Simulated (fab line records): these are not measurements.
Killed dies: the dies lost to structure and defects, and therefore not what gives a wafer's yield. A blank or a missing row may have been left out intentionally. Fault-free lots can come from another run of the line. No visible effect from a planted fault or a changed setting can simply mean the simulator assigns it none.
fab line records | flow n5Finfet | part 1 of 2: steps 1 to 22 of 31
record lots=5 | wafers=15 | lastDay=17
route steps=1938 shown BEOL_M2@904 BEOL_M3@931
lots that met no fault: taken from a fault-free run of the same line
startH: hours from the record's first day to the start of the lot's first wafer shown | waitH: hours from the lot's prior step to this one | " repeats the value in the row above | L1.1+2: a single row standing in for several wafers | - no value, or no start given | * or withheld: withheld | < > ~ a bound
route shown NAME@n: NAME is a module with steps in the file, n the number in the route of the first one | usual: average and standard deviation across the fault-free wafers | same: alike in all rows | chamber/n: place in a boat | sites: the reading at each site | _std_site: standard deviation of those values | _edge_site: inner sites' mean taken away from outer sites' mean | radiusMm: for every site, how far away it sits from the centre of the wafer | mask NAME#n: copy n | behind: the tool/chamber that last shaped the wafer | hold: cause of the lot's hold/its duration in hours/its outcome | device: whichever transistor did not switch (one of n, p or np) | end of line: the tests these same wafers got at the end of their route | step lacking rows: just its recipe | killed: dies that structure and defects cost at the first sort, which is not the same as the wafer's yield | map: shows each die of a wafer: x if killed, . if not, _ if none is there
set.NAME: setting as actually run; set.NAME@STEP: the setting as run at that earlier step | model.NAME: the simulator's own value behind a step, which no gauge read
certain route steps with their lots: each step a table, each wafer a row
services: from which hour (startH, from the record's first day; less than 0 if before it) a tool's chamber was out of use, for how many hours, and why
## steps
# step N5_BEOL_M2_SPUTTER_48
# recipe material=Cu | targetThkA=45 | tempC=-20 | chamberPressurePa=0.07 | powerW=withheld | timeS=8.29
# usual chamberPressurePa=0.06999/0.00015 | chuckGasFlowSccm=1.26/0.059 | throttleValvePct=30.0/0.91
lot.wafer | tool          | chamber | startH | waitH | chamberPressurePa | chuckGasFlowSccm | throttleValvePct
L077.3    | pvdSputter-01 | -       | 152.27 | 0.1   | 0.07007           | 1.21             | 30.7
L077.4    | "             | -       | "      | "     | 0.07016           | 1.25             | 29.7
L077.6    | "             | -       | "      | "     | 0.0703            | 1.25             | 29.8
L080.2    | pvdSputter-03 | -       | 172.71 | 0.3   | 0.07034           | 1.34             | 30.1
L080.3    | "             | -       | "      | "     | 0.06977           | 1.33             | 29.5
L080.5    | "             | -       | "      | "     | 0.0704            | 1.30             | 29.1
L091.3    | pvdSputter-02 | -       | 249.43 | 0.1   | 0.07024           | 1.28             | 29.3
L091.4    | "             | -       | "      | "     | 0.06986           | 1.40             | 29.0
L091.5    | "             | -       | "      | "     | 0.06986           | 1.31             | 29.9
L094.2    | pvdSputter-01 | -       | 261.00 | 0.1   | 0.07003           | 1.21             | 30.0
L094.3    | "             | -       | "      | "     | 0.06986           | 1.20             | 30.7
L094.5    | "             | -       | "      | "     | 0.06994           | 1.32             | 30.5
L096.1    | pvdSputter-02 | -       | 283.57 | 0.2   | 0.06998           | 1.34             | 29.4
L096.2    | "             | -       | "      | "     | 0.07023           | 1.30             | 29.7
L096.5    | "             | -       | "      | "     | 0.06996           | 1.28             | 29.0
# step N5_BEOL_M2_ANNEAL_49
# recipe tempC=400 | timeS=240 | ambient=vacuum
# usual heaterPowerW=872/69
lot.wafer | tool          | chamber | startH | waitH | heaterPowerW
L077.3    | pvdSputter-01 | -       | 152.35 | 0.0   | 883
L077.4    | "             | -       | "      | "     | 836
L077.6    | "             | -       | "      | "     | 832
L080.2    | pvdSputter-03 | -       | 172.79 | 0.0   | 806
L080.3    | "             | -       | "      | "     | 833
L080.5    | "             | -       | "      | "     | 874
L091.3    | pvdSputter-02 | -       | 249.51 | 0.0   | 783
L091.4    | "             | -       | "      | "     | 918
L091.5    | "             | -       | "      | "     | 1075
L094.2    | pvdSputter-01 | -       | 261.08 | 0.0   | 836
L094.3    | "             | -       | "      | "     | 886
L094.5    | "             | -       | "      | "     | 908
L096.1    | pvdSputter-02 | -       | 283.65 | 0.0   | 940
L096.2    | "             | -       | "      | "     | 1088
L096.5    | "             | -       | "      | "     | 871
# step N5_BEOL_M2_SPUTTER_79
# recipe material=Cu | targetThkA=45 | tempC=-20 | chamberPressurePa=0.07 | powerW=withheld | timeS=8.29
# usual chamberPressurePa=0.06998/0.00014 | chuckGasFlowSccm=1.26/0.058 | throttleValvePct=30.0/0.9
lot.wafer | tool          | chamber | startH | waitH | chamberPressurePa | chuckGasFlowSccm | throttleValvePct
L077.3    | pvdSputter-01 | -       | 152.49 | 0.1   | 0.0702            | 1.24             | 31.1
L077.4    | "             | -       | "      | "     | 0.0699            | 1.20             | 30.0
L077.6    | "             | -       | "      | "     | 0.06981           | 1.26             | 30.0
L080.2    | pvdSputter-03 | -       | 172.93 | 0.1   | 0.07007           | 1.27             | 30.0
L080.3    | "             | -       | "      | "     | 0.0701            | 1.29             | 29.8
L080.5    | "             | -       | "      | "     | 0.06985           | 1.22             | 29.1
L091.3    | pvdSputter-02 | -       | 249.65 | 0.1   | 0.07017           | 1.30             | 28.9
L091.4    | "             | -       | "      | "     | 0.06991           | 1.32             | 29.2
L091.5    | "             | -       | "      | "     | 0.06977           | 1.24             | 29.9
L094.2    | pvdSputter-01 | -       | 261.22 | 0.1   | 0.06968           | 1.20             | 30.3
L094.3    | "             | -       | "      | "     | 0.07009           | 1.12             | 30.6
L094.5    | "             | -       | "      | "     | 0.06997           | 1.16             | 30.7
L096.1    | pvdSputter-02 | -       | 283.79 | 0.1   | 0.06988           | 1.31             | 29.0
L096.2    | "             | -       | "      | "     | 0.0702            | 1.23             | 30.0
L096.5    | "             | -       | "      | "     | 0.06982           | 1.38             | 28.9
# step N5_BEOL_M2_ANNEAL_80
# recipe tempC=400 | timeS=240 | ambient=vacuum
# usual heaterPowerW=872/71
lot.wafer | tool          | chamber | startH | waitH | heaterPowerW
L077.3    | pvdSputter-01 | -       | 152.57 | 0.0   | 881
L077.4    | "             | -       | "      | "     | 820
L077.6    | "             | -       | "      | "     | 861
L080.2    | pvdSputter-03 | -       | 173.01 | 0.0   | 821
L080.3    | "             | -       | "      | "     | 809
L080.5    | "             | -       | "      | "     | 862
L091.3    | pvdSputter-02 | -       | 249.73 | 0.0   | 784
L091.4    | "             | -       | "      | "     | 907
L091.5    | "             | -       | "      | "     | 1067
L094.2    | pvdSputter-01 | -       | 261.30 | 0.0   | 840
L094.3    | "             | -       | "      | "     | 882
L094.5    | "             | -       | "      | "     | 873
L096.1    | pvdSputter-02 | -       | 283.87 | 0.0   | 907
L096.2    | "             | -       | "      | "     | 1080
L096.5    | "             | -       | "      | "     | 856
# step N5_BEOL_M2_SPUTTER_81
# recipe material=Cu | targetThkA=45 | tempC=-20 | chamberPressurePa=0.07 | powerW=withheld | timeS=8.29
# usual chamberPressurePa=0.07/0.00015 | chuckGasFlowSccm=1.27/0.058 | throttleValvePct=30.0/0.95
lot.wafer | tool          | chamber | startH | waitH | chamberPressurePa | chuckGasFlowSccm | throttleValvePct
L077.3    | pvdSputter-01 | -       | 152.71 | 0.1   | 0.07008           | 1.27             | 30.8
L077.4    | "             | -       | "      | "     | 0.06982           | 1.25             | 29.9
L077.6    | "             | -       | "      | "     | 0.07008           | 1.22             | 29.8
L080.2    | pvdSputter-03 | -       | 173.15 | 0.1   | 0.07003           | 1.26             | 30.3
L080.3    | "             | -       | "      | "     | 0.06985           | 1.28             | 29.6
L080.5    | "             | -       | "      | "     | 0.07023           | 1.30             | 28.9
L091.3    | pvdSputter-02 | -       | 249.87 | 0.1   | 0.06987           | 1.26             | 29.2
L091.4    | "             | -       | "      | "     | 0.07011           | 1.43             | 29.1
L091.5    | "             | -       | "      | "     | 0.06984           | 1.19             | 30.0
L094.2    | pvdSputter-01 | -       | 261.44 | 0.1   | 0.06995           | 1.20             | 29.9
L094.3    | "             | -       | "      | "     | 0.07028           | 1.26             | 30.4
L094.5    | "             | -       | "      | "     | 0.06992           | 1.25             | 30.8
L096.1    | pvdSputter-02 | -       | 284.01 | 0.1   | 0.07018           | 1.22             | 29.1
L096.2    | "             | -       | "      | "     | 0.0699            | 1.34             | 30.2
L096.5    | "             | -       | "      | "     | 0.06966           | 1.27             | 29.0
# step N5_BEOL_M2_ANNEAL_82
# recipe tempC=400 | timeS=240 | ambient=vacuum
# usual heaterPowerW=871/67
lot.wafer | tool          | chamber | startH | waitH | heaterPowerW
L077.3    | pvdSputter-01 | -       | 152.79 | 0.0   | 908
L077.4    | "             | -       | "      | "     | 854
L077.6    | "             | -       | "      | "     | 862
L080.2    | pvdSputter-03 | -       | 173.23 | 0.0   | 788
L080.3    | "             | -       | "      | "     | 828
L080.5    | "             | -       | "      | "     | 880
L091.3    | pvdSputter-02 | -       | 249.95 | 0.0   | 787
L091.4    | "             | -       | "      | "     | 886
L091.5    | "             | -       | "      | "     | 1074
L094.2    | pvdSputter-01 | -       | 261.52 | 0.0   | 836
L094.3    | "             | -       | "      | "     | 910
L094.5    | "             | -       | "      | "     | 886
L096.1    | pvdSputter-02 | -       | 284.09 | 0.0   | 894
L096.2    | "             | -       | "      | "     | 1068
L096.5    | "             | -       | "      | "     | 888
# step N5_BEOL_M2_SPUTTER_86
# recipe material=Cu | targetThkA=45 | tempC=-20 | chamberPressurePa=0.07 | powerW=withheld | timeS=8.29
# usual chamberPressurePa=0.07/0.00013 | chuckGasFlowSccm=1.27/0.052 | throttleValvePct=30.0/0.93
lot.wafer | tool          | chamber | startH | waitH | chamberPressurePa | chuckGasFlowSccm | throttleValvePct
L077.3    | pvdSputter-01 | -       | 152.93 | 0.1   | 0.07014           | 1.23             | 30.4
L077.4    | "             | -       | "      | "     | 0.06995           | 1.17             | 30.2
L077.6    | "             | -       | "      | "     | 0.06992           | 1.24             | 30.1
L080.2    | pvdSputter-03 | -       | 173.37 | 0.1   | 0.06999           | 1.22             | 30.0
L080.3    | "             | -       | "      | "     | 0.06965           | 1.34             | 29.8
L080.5    | "             | -       | "      | "     | 0.07017           | 1.35             | 29.3
L091.3    | pvdSputter-02 | -       | 250.09 | 0.1   | 0.07015           | 1.28             | 29.4
L091.4    | "             | -       | "      | "     | 0.07009           | 1.30             | 29.1
L091.5    | "             | -       | "      | "     | 0.07009           | 1.33             | 29.6
L094.2    | pvdSputter-01 | -       | 261.66 | 0.1   | 0.07009           | 1.28             | 29.8
L094.3    | "             | -       | "      | "     | 0.07012           | 1.28             | 30.8
L094.5    | "             | -       | "      | "     | 0.07003           | 1.19             | 30.9
L096.1    | pvdSputter-02 | -       | 284.23 | 0.1   | 0.07002           | 1.21             | 28.8
L096.2    | "             | -       | "      | "     | 0.07006           | 1.19             | 30.1
L096.5    | "             | -       | "      | "     | 0.06986           | 1.38             | 29.0
# step N5_BEOL_M2_ANNEAL_87
# recipe tempC=400 | timeS=240 | ambient=vacuum
# usual heaterPowerW=870/68
lot.wafer | tool          | chamber | startH | waitH | heaterPowerW
L077.3    | pvdSputter-01 | -       | 153.01 | 0.0   | 860
L077.4    | "             | -       | "      | "     | 840
L077.6    | "             | -       | "      | "     | 811
L080.2    | pvdSputter-03 | -       | 173.45 | 0.0   | 814
L080.3    | "             | -       | "      | "     | 828
L080.5    | "             | -       | "      | "     | 853
L091.3    | pvdSputter-02 | -       | 250.17 | 0.0   | 802
L091.4    | "             | -       | "      | "     | 900
L091.5    | "             | -       | "      | "     | 1073
L094.2    | pvdSputter-01 | -       | 261.74 | 0.0   | 824
L094.3    | "             | -       | "      | "     | 878
L094.5    | "             | -       | "      | "     | 873
L096.1    | pvdSputter-02 | -       | 284.31 | 0.0   | 899
L096.2    | "             | -       | "      | "     | 1082
L096.5    | "             | -       | "      | "     | 848
# step N5_BEOL_M2_SPUTTER_88
# recipe material=Cu | targetThkA=45 | tempC=-20 | chamberPressurePa=0.07 | powerW=withheld | timeS=8.29
# usual chamberPressurePa=0.07/0.00016 | chuckGasFlowSccm=1.27/0.053 | throttleValvePct=30.0/0.92
lot.wafer | tool          | chamber | startH | waitH | chamberPressurePa | chuckGasFlowSccm | throttleValvePct
L077.3    | pvdSputter-01 | -       | 153.15 | 0.1   | 0.07009           | 1.30             | 30.6
L077.4    | "             | -       | "      | "     | 0.07003           | 1.18             | 30.0
L077.6    | "             | -       | "      | "     | 0.07008           | 1.37             | 29.8
L080.2    | pvdSputter-03 | -       | 173.59 | 0.1   | 0.07013           | 1.35             | 30.1
L080.3    | "             | -       | "      | "     | 0.06978           | 1.26             | 29.4
L080.5    | "             | -       | "      | "     | 0.06992           | 1.28             | 29.2
L091.3    | pvdSputter-02 | -       | 250.31 | 0.1   | 0.06992           | 1.18             | 29.3
L091.4    | "             | -       | "      | "     | 0.07006           | 1.35             | 29.2
L091.5    | "             | -       | "      | "     | 0.06967           | 1.26             | 29.8
L094.2    | pvdSputter-01 | -       | 261.88 | 0.1   | 0.06985           | 1.27             | 29.8
L094.3    | "             | -       | "      | "     | 0.06971           | 1.13             | 30.5
L094.5    | "             | -       | "      | "     | 0.06983           | 1.21             | 30.6
L096.1    | pvdSputter-02 | -       | 284.45 | 0.1   | 0.06982           | 1.32             | 29.4
L096.2    | "             | -       | "      | "     | 0.06991           | 1.23             | 29.8
L096.5    | "             | -       | "      | "     | 0.07001           | 1.34             | 28.8
# step N5_BEOL_M2_ANNEAL_89
# recipe tempC=400 | timeS=240 | ambient=vacuum
# usual heaterPowerW=869/70
lot.wafer | tool          | chamber | startH | waitH | heaterPowerW
L077.3    | pvdSputter-01 | -       | 153.23 | 0.0   | 893
L077.4    | "             | -       | "      | "     | 847
L077.6    | "             | -       | "      | "     | 857
L080.2    | pvdSputter-03 | -       | 173.67 | 0.0   | 814
L080.3    | "             | -       | "      | "     | 789
L080.5    | "             | -       | "      | "     | 866
L091.3    | pvdSputter-02 | -       | 250.39 | 0.0   | 788
L091.4    | "             | -       | "      | "     | 919
L091.5    | "             | -       | "      | "     | 1084
L094.2    | pvdSputter-01 | -       | 261.96 | 0.0   | 866
L094.3    | "             | -       | "      | "     | 865
L094.5    | "             | -       | "      | "     | 889
L096.1    | pvdSputter-02 | -       | 284.53 | 0.0   | 905
L096.2    | "             | -       | "      | "     | 1062
L096.5    | "             | -       | "      | "     | 849
# step N5_BEOL_M2_SPUTTER_90
# recipe material=Cu | targetThkA=45 | tempC=-20 | chamberPressurePa=0.07 | powerW=withheld | timeS=8.29
# usual chamberPressurePa=0.06999/0.00014 | chuckGasFlowSccm=1.26/0.059 | throttleValvePct=30.0/0.94
lot.wafer | tool          | chamber | startH | waitH | chamberPressurePa | chuckGasFlowSccm | throttleValvePct
L077.3    | pvdSputter-01 | -       | 153.37 | 0.1   | 0.06992           | 1.39             | 30.8
L077.4    | "             | -       | "      | "     | 0.06989           | 1.25             | 30.2
L077.6    | "             | -       | "      | "     | 0.07001           | 1.40             | 30.1
L080.2    | pvdSputter-03 | -       | 173.81 | 0.1   | 0.0697            | 1.21             | 30.0
L080.3    | "             | -       | "      | "     | 0.07006           | 1.38             | 29.7
L080.5    | "             | -       | "      | "     | 0.07001           | 1.24             | 29.2
L091.3    | pvdSputter-02 | -       | 250.53 | 0.1   | 0.07001           | 1.22             | 29.0
L091.4    | "             | -       | "      | "     | 0.07007           | 1.25             | 29.2
L091.5    | "             | -       | "      | "     | 0.06984           | 1.33             | 29.9
L094.2    | pvdSputter-01 | -       | 262.10 | 0.1   | 0.07006           | 1.20             | 30.0
L094.3    | "             | -       | "      | "     | 0.07005           | 1.20             | 30.8
L094.5    | "             | -       | "      | "     | 0.06992           | 1.20             | 30.8
L096.1    | pvdSputter-02 | -       | 284.67 | 0.1   | 0.07014           | 1.27             | 28.7
L096.2    | "             | -       | "      | "     | 0.06983           | 1.31             | 29.6
L096.5    | "             | -       | "      | "     | 0.07009           | 1.28             | 29.0
# step N5_BEOL_M2_ANNEAL_91
# recipe tempC=400 | timeS=240 | ambient=vacuum
# usual heaterPowerW=870/71
lot.wafer | tool          | chamber | startH | waitH | heaterPowerW
L077.3    | pvdSputter-01 | -       | 153.45 | 0.0   | 881
L077.4    | "             | -       | "      | "     | 859
L077.6    | "             | -       | "      | "     | 861
L080.2    | pvdSputter-03 | -       | 173.89 | 0.0   | 810
L080.3    | "             | -       | "      | "     | 825
L080.5    | "             | -       | "      | "     | 851
L091.3    | pvdSputter-02 | -       | 250.61 | 0.0   | 814
L091.4    | "             | -       | "      | "     | 920
L091.5    | "             | -       | "      | "     | 1122
L094.2    | pvdSputter-01 | -       | 262.18 | 0.0   | 837
L094.3    | "             | -       | "      | "     | 899
L094.5    | "             | -       | "      | "     | 875
L096.1    | pvdSputter-02 | -       | 284.75 | 0.0   | 912
L096.2    | "             | -       | "      | "     | 1072
L096.5    | "             | -       | "      | "     | 875
# step N5_BEOL_M2_SPUTTER_92
# recipe material=Cu | targetThkA=45 | tempC=-20 | chamberPressurePa=0.07 | powerW=withheld | timeS=8.29
# usual chamberPressurePa=0.07002/0.00014 | chuckGasFlowSccm=1.27/0.064 | throttleValvePct=30.0/0.94
lot.wafer | tool          | chamber | startH | waitH | chamberPressurePa | chuckGasFlowSccm | throttleValvePct
L077.3    | pvdSputter-01 | -       | 153.59 | 0.1   | 0.06998           | 1.27             | 30.5
L077.4    | "             | -       | "      | "     | 0.06986           | 1.31             | 29.7
L077.6    | "             | -       | "      | "     | 0.07001           | 1.15             | 29.9
L080.2    | pvdSputter-03 | -       | 174.03 | 0.1   | 0.0699            | 1.22             | 29.8
L080.3    | "             | -       | "      | "     | 0.07017           | 1.32             | 30.0
L080.5    | "             | -       | "      | "     | 0.06977           | 1.35             | 29.4
L091.3    | pvdSputter-02 | -       | 250.75 | 0.1   | 0.06994           | 1.30             | 29.3
L091.4    | "             | -       | "      | "     | 0.06997           | 1.29             | 29.1
L091.5    | "             | -       | "      | "     | 0.06996           | 1.29             | 30.0
L094.2    | pvdSputter-01 | -       | 262.32 | 0.1   | 0.07024           | 1.32             | 30.1
L094.3    | "             | -       | "      | "     | 0.0699            | 1.32             | 30.9
L094.5    | "             | -       | "      | "     | 0.06991           | 1.20             | 30.7
L096.1    | pvdSputter-02 | -       | 284.89 | 0.1   | 0.07001           | 1.25             | 28.8
L096.2    | "             | -       | "      | "     | 0.07014           | 1.27             | 29.9
L096.5    | "             | -       | "      | "     | 0.07              | 1.28             | 28.9
# step N5_BEOL_M2_ANNEAL_93
# recipe tempC=400 | timeS=240 | ambient=vacuum
# usual heaterPowerW=871/70
lot.wafer | tool          | chamber | startH | waitH | heaterPowerW
L077.3    | pvdSputter-01 | -       | 153.67 | 0.0   | 885
L077.4    | "             | -       | "      | "     | 877
L077.6    | "             | -       | "      | "     | 852
L080.2    | pvdSputter-03 | -       | 174.11 | 0.0   | 811
L080.3    | "             | -       | "      | "     | 810
L080.5    | "             | -       | "      | "     | 868
L091.3    | pvdSputter-02 | -       | 250.83 | 0.0   | 809
L091.4    | "             | -       | "      | "     | 931
L091.5    | "             | -       | "      | "     | 1077
L094.2    | pvdSputter-01 | -       | 262.40 | 0.0   | 825
L094.3    | "             | -       | "      | "     | 889
L094.5    | "             | -       | "      | "     | 877
L096.1    | pvdSputter-02 | -       | 284.97 | 0.0   | 904
L096.2    | "             | -       | "      | "     | 1092
L096.5    | "             | -       | "      | "     | 886
# step N5_BEOL_M2_SPUTTER_94
# recipe material=Cu | targetThkA=45 | tempC=-20 | chamberPressurePa=0.07 | powerW=withheld | timeS=8.29
# usual chamberPressurePa=0.07001/0.00015 | chuckGasFlowSccm=1.28/0.058 | throttleValvePct=30.0/0.92
lot.wafer | tool          | chamber | startH | waitH | chamberPressurePa | chuckGasFlowSccm | throttleValvePct
L077.3    | pvdSputter-01 | -       | 153.81 | 0.1   | 0.07006           | 1.26             | 30.5
L077.4    | "             | -       | "      | "     | 0.07002           | 1.24             | 30.1
L077.6    | "             | -       | "      | "     | 0.06975           | 1.23             | 30.0
L080.2    | pvdSputter-03 | -       | 174.25 | 0.1   | 0.06997           | 1.19             | 30.3
L080.3    | "             | -       | "      | "     | 0.07              | 1.41             | 29.5
L080.5    | "             | -       | "      | "     | 0.07001           | 1.43             | 29.0
L091.3    | pvdSputter-02 | -       | 250.97 | 0.1   | 0.07018           | 1.22             | 29.2
L091.4    | "             | -       | "      | "     | 0.06999           | 1.32             | 29.1
L091.5    | "             | -       | "      | "     | 0.0702            | 1.31             | 29.8
L094.2    | pvdSputter-01 | -       | 262.54 | 0.1   | 0.07018           | 1.19             | 30.2
L094.3    | "             | -       | "      | "     | 0.07017           | 1.28             | 30.6
L094.5    | "             | -       | "      | "     | 0.07038           | 1.21             | 30.8
L096.1    | pvdSputter-02 | -       | 285.11 | 0.1   | 0.06989           | 1.19             | 29.3
L096.2    | "             | -       | "      | "     | 0.06981           | 1.30             | 30.0
L096.5    | "             | -       | "      | "     | 0.06989           | 1.26             | 29.1
# step N5_BEOL_M2_ANNEAL_95
# recipe tempC=400 | timeS=240 | ambient=vacuum
# usual heaterPowerW=870/69
lot.wafer | tool          | chamber | startH | waitH | heaterPowerW
L077.3    | pvdSputter-01 | -       | 153.89 | 0.0   | 919
L077.4    | "             | -       | "      | "     | 840
L077.6    | "             | -       | "      | "     | 842
L080.2    | pvdSputter-03 | -       | 174.33 | 0.0   | 787
L080.3    | "             | -       | "      | "     | 774
L080.5    | "             | -       | "      | "     | 881
L091.3    | pvdSputter-02 | -       | 251.05 | 0.0   | 783
L091.4    | "             | -       | "      | "     | 919
L091.5    | "             | -       | "      | "     | 1083
L094.2    | pvdSputter-01 | -       | 262.62 | 0.0   | 843
L094.3    | "             | -       | "      | "     | 894
L094.5    | "             | -       | "      | "     | 896
L096.1    | pvdSputter-02 | -       | 285.19 | 0.0   | 913
L096.2    | "             | -       | "      | "     | 1056
L096.5    | "             | -       | "      | "     | 858
# step N5_BEOL_M2_SPUTTER_96
# recipe material=Cu | targetThkA=45 | tempC=-20 | chamberPressurePa=0.07 | powerW=withheld | timeS=8.29
# usual chamberPressurePa=0.06999/0.00013 | chuckGasFlowSccm=1.27/0.058 | throttleValvePct=30.0/0.91
lot.wafer | tool          | chamber | startH | waitH | chamberPressurePa | chuckGasFlowSccm | throttleValvePct
L077.3    | pvdSputter-01 | -       | 154.03 | 0.1   | 0.07012           | 1.23             | 30.5
L077.4    | "             | -       | "      | "     | 0.07009           | 1.19             | 30.0
L077.6    | "             | -       | "      | "     | 0.06982           | 1.26             | 29.9
L080.2    | pvdSputter-03 | -       | 174.47 | 0.1   | 0.06979           | 1.30             | 30.1
L080.3    | "             | -       | "      | "     | 0.07015           | 1.34             | 29.9
L080.5    | "             | -       | "      | "     | 0.06995           | 1.17             | 29.4
L091.3    | pvdSputter-02 | -       | 251.19 | 0.1   | 0.07004           | 1.26             | 29.1
L091.4    | "             | -       | "      | "     | 0.06985           | 1.33             | 29.2
L091.5    | "             | -       | "      | "     | 0.06983           | 1.29             | 29.8
L094.2    | pvdSputter-01 | -       | 262.76 | 0.1   | 0.0702            | 1.20             | 30.2
L094.3    | "             | -       | "      | "     | 0.06988           | 1.26             | 30.4
L094.5    | "             | -       | "      | "     | 0.06977           | 1.25             | 30.6
L096.1    | pvdSputter-02 | -       | 285.33 | 0.1   | 0.06992           | 1.29             | 29.0
L096.2    | "             | -       | "      | "     | 0.0703            | 1.27             | 30.3
L096.5    | "             | -       | "      | "     | 0.0699            | 1.32             | 29.2
# step N5_BEOL_M2_ECD_50
# recipe material=Cu | targetThkA=3000
lot.wafer  | tool     | chamber | startH | waitH
L077.3+4+6 | ecdCu-01 | 0,1,0   | 154.17 | 0.1
L080.2+3+5 | ecdCu-01 | 1,1,0   | 174.59 | 0.1
L091.3+4+5 | ecdCu-02 | 0,1,1   | 251.32 | 0.1
L094.2+3+5 | ecdCu-02 | 0,1,0   | 262.88 | 0.1
L096.1+2+5 | ecdCu-01 | 1,0,1   | 285.46 | 0.1
# step N5_BEOL_M2_ANNEAL_51
# recipe tempC=225 | timeS=90 | ambient=N2
# usual wafer_temp_C_max=225.9/0.32
lot.wafer | tool         | chamber | startH | waitH | wafer_temp_C_max
L077.3    | rtpAnneal-01 | 0       | 154.93 | 0.7   | 225.6
L077.4    | "            | 0       | "      | "     | 225.8
L077.6    | "            | 0       | "      | "     | 225.6
L080.2    | rtpAnneal-02 | 0       | 174.72 | 0.1   | 226.4
L080.3    | "            | 0       | "      | "     | 226.3
L080.5    | "            | 0       | "      | "     | 226.1
L091.3    | rtpAnneal-01 | 0       | 251.47 | 0.1   | 225.6
L091.4    | "            | 0       | "      | "     | 225.7
L091.5    | "            | 0       | "      | "     | 225.8
L094.2    | rtpAnneal-01 | 0       | 263.00 | 0.1   | 225.5
L094.3    | "            | 0       | "      | "     | 225.6
L094.5    | "            | 0       | "      | "     | 225.8
L096.1    | rtpAnneal-01 | 0       | 285.54 | 0.1   | 225.8
L096.2    | "            | 0       | "      | "     | 225.6
L096.5    | "            | 0       | "      | "     | 225.6
# step N5_BEOL_M2_CMP_52
# recipe stopOn=SiOC | tOverpolishS=6.8 | downForcePsi=1 | platenRpm=50 | clearingPlatenDownForcePsi=1.5 | clearingPlatenRpm=50 | postCmpClean=cuAlkaline | targetThkNm=40 | clearingPlatenPadVelocityMS=0.99484 | padVelocityMS=0.99484
# usual barrierFieldEndpointS=24.6/0.55 | motorCurrentA=5.9/0.45 | overpolishRunS=6.800/0.0091 | timeToEndpointS=61.7/2.9
lot.wafer | tool   | chamber | startH | waitH | barrierFieldEndpointS | motorCurrentA | overpolishRunS | timeToEndpointS
L077.4    | cmp-01 | 2       | 155.15 | 0.1   | 24.7                  | 5.7           | 6.788          | 63.3
L077.3    | "      | 1       | "      | "     | 25.0                  | 5.6           | 6.816          | 62.1
L077.6    | "      | 2       | "      | "     | 25.4                  | 5.6           | 6.803          | 63.1
L080.3    | cmp-02 | 0       | 175.01 | 0.2   | 24.9                  | 4.7           | 6.812          | 63.3
L080.2    | "      | 2       | "      | "     | 25.0                  | 5.7           | 6.795          | 61.4
L080.5    | "      | 3       | "      | "     | 24.7                  | 5.8           | 6.801          | 62.4
L091.4    | cmp-01 | 0       | 251.70 | 0.1   | 24.1                  | 5.6           | 6.798          | 57.9
L091.3    | "      | 3       | "      | "     | 24.0                  | 5.8           | 6.802          | 59.9
L091.5    | "      | 0       | "      | "     | 23.8                  | 5.6           | 6.795          | 57.7
L094.3    | cmp-02 | 2       | 263.33 | 0.2   | 23.3                  | 5.8           | 6.804          | 53.8
L094.2    | "      | 3       | "      | "     | 23.6                  | 6.1           | 6.802          | 53.7
L094.5    | "      | 1       | "      | "     | 23.5                  | 6.5           | 6.801          | 56.4
L096.1    | cmp-03 | 1       | 285.87 | 0.3   | 24.1                  | 6.5           | 6.814          | 61.4
L096.2    | "      | 2       | "      | "     | 25.0                  | 6.1           | 6.785          | 65.1
L096.5    | "      | 1       | "      | "     | 25.3                  | 6.2           | 6.800          | 64.0
# step N5_BEOL_M2_THK_MEAS_53
# recipe thkMeasGauge=xrf | reads=Cu_of_BEOL_M2_ECD_50
# usual M2_THK=40.1/1.3
lot.wafer | tool         | chamber | startH | waitH | M2_THK[nm]
L077.3    | filmMetro-02 | -       | 155.45 | -     | 41.0
L077.4    | "            | -       | "      | "     | 40.1
L077.6    | "            | -       | "      | "     | 40.7
L080.2    | filmMetro-02 | -       | 175.26 | -     | 40.0
L080.3    | "            | -       | "      | "     | 40.4
L080.5    | "            | -       | "      | "     | 41.1
L091.3    | filmMetro-02 | -       | 251.99 | -     | 38.8
L091.4    | "            | -       | "      | "     | 38.7
L091.5    | "            | -       | "      | "     | 39.3
L094.2    | filmMetro-02 | -       | 263.55 | -     | 41.4
L094.3    | "            | -       | "      | "     | 39.5
L094.5    | "            | -       | "      | "     | 41.6
L096.1    | filmMetro-01 | -       | 286.13 | -     | 40.0
L096.2    | "            | -       | "      | "     | 39.3
L096.5    | "            | -       | "      | "     | 41.2
# step N5_BEOL_M2_PRE_CLEAN_60
# recipe gas=NH3/H2 | timeS=15 | tempC=* | rfPowerW=300
# usual heaterPowerW=85/20
lot.wafer | tool     | chamber | startH | waitH | heaterPowerW
L077.3    | cvdCo-01 | 0       | 155.48 | 0.0   | 72
L077.4    | "        | 1       | "      | "     | 112
L077.6    | "        | 0       | "      | "     | 71
L080.2    | cvdCo-02 | 0       | 175.30 | 0.0   | 116
L080.3    | "        | 1       | "      | "     | 67
L080.5    | "        | 1       | "      | "     | 67
L091.3    | cvdCo-01 | 2       | 252.03 | 0.0   | 78
L091.4    | "        | 1       | "      | "     | 112
L091.5    | "        | 2       | "      | "     | 76
L094.2    | cvdCo-01 | 0       | 263.67 | 0.1   | 71
L094.3    | "        | 2       | "      | "     | 77
L094.5    | "        | 2       | "      | "     | 78
L096.1    | cvdCo-01 | 2       | 286.16 | 0.0   | 77
L096.2    | "        | 1       | "      | "     | 111
L096.5    | "        | 0       | "      | "     | 71
